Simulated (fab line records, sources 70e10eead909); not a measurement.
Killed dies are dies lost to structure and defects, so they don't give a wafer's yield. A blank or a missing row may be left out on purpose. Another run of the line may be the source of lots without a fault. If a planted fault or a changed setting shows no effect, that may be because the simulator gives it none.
Which tool did it? || flow nand_harc || 6 lots with 18 wafers sampled at 4 steps, on a route of 1159 steps

## WHAT THE GAUGES READ, wafer by wafer
NHARC_END_SORT_01.
{"lot": "L772", "measured": "day 20 03:16", "on": "prober-01", "sort_rim_yield_pct (%)": "96.2 99.1 96.2"}
{"lot": "L773", "measured": "day 20 10:50", "on": "prober-02", "sort_rim_yield_pct (%)": "98.1 94.3 100.0"}
{"lot": "L775", "measured": "day 20 18:53", "on": "prober-01", "sort_rim_yield_pct (%)": "99.1 94.3 98.1"}
{"lot": "L791", "measured": "day 24 22:11", "on": "prober-01", "sort_rim_yield_pct (%)": "97.2 99.1 97.2"}

## EACH LOT AND THE TOOL THAT RAN IT (in order: tool; ch and the chambers of the sampled wafers; start)
{"lot": "L772", "NHARC_A_M1_PVD_20": "pvd_sputter-01, day 18 11:10 or earlier", "NHARC_A_BONDPAD_CMP_29": "cmp-01 ch 1,2,3, day 18 12:29", "NHARC_A_BONDPAD_ETCH_24": "rie_diel-07 ch 0,1, day 18 14:01"}
{"lot": "L773", "NHARC_A_M1_PVD_20": "pvd_sputter-02, day 18 13:46 or earlier", "NHARC_A_BONDPAD_CMP_29": "cmp-01 ch 1,2,3, day 18 15:14", "NHARC_A_BONDPAD_ETCH_24": "rie_diel-07 ch 0,2, day 18 16:52"}
{"lot": "L775", "NHARC_A_M1_PVD_20": "pvd_sputter-01, day 19 11:38 or earlier", "NHARC_A_BONDPAD_CMP_29": "cmp-04 ch 1,2,3, day 19 12:59", "NHARC_A_BONDPAD_ETCH_24": "rie_diel-06 ch 2,3, day 19 14:31"}
{"lot": "L778", "NHARC_A_M1_PVD_20": "pvd_sputter-02, day 19 15:13 or earlier", "NHARC_A_BONDPAD_CMP_29": "cmp-03 ch 0,1,2, day 19 16:31", "NHARC_A_BONDPAD_ETCH_24": "rie_diel-06 ch 0,2,3, day 19 18:05"}
{"lot": "L786", "NHARC_A_M1_PVD_20": "pvd_sputter-03, day 22 13:46 or earlier", "NHARC_A_BONDPAD_CMP_29": "cmp-01 ch 0,1, day 22 15:46", "NHARC_A_BONDPAD_ETCH_24": "rie_diel-06 ch 0,1, day 22 17:23"}
{"lot": "L791", "NHARC_A_M1_PVD_20": "pvd_sputter-03, day 22 23:11 or earlier", "NHARC_A_BONDPAD_CMP_29": "cmp-03 ch 1,2,3, day 23 00:29", "NHARC_A_BONDPAD_ETCH_24": "rie_diel-07 ch 0,2,3, day 23 02:01"}
- NHARC_A_M1_PVD_20: deposits TaN, target thk 5 nm, time 8.06 s.
- NHARC_A_BONDPAD_CMP_29: polishes SiCN, target thk 200 nm.
- NHARC_A_BONDPAD_ETCH_24: etches the open film in CF4/N2, target depth 30 nm, time 72.99 s.

## THE ANSWER, worked out from the rows above alone
Rule: what is usual is taken from the lots themselves. Put in order of their means at a reading, lots are off if they are a third of the lots or fewer, leave a main group of 4 or more, and stand apart from it by a gap of 3 or more times the standard deviation of the main group's means; of several such gaps the widest counts. A main group is skipped when, at the precision printed for the reading in the tables above, its means are all equal. Also off: a lot with no number at a reading for which 4 or more lots have one. The other lots that the step has rows for count as sound.
No lot is off at any reading shown: from this, nothing can be told.

## WHAT THE SIMULATOR HAD PUT IN
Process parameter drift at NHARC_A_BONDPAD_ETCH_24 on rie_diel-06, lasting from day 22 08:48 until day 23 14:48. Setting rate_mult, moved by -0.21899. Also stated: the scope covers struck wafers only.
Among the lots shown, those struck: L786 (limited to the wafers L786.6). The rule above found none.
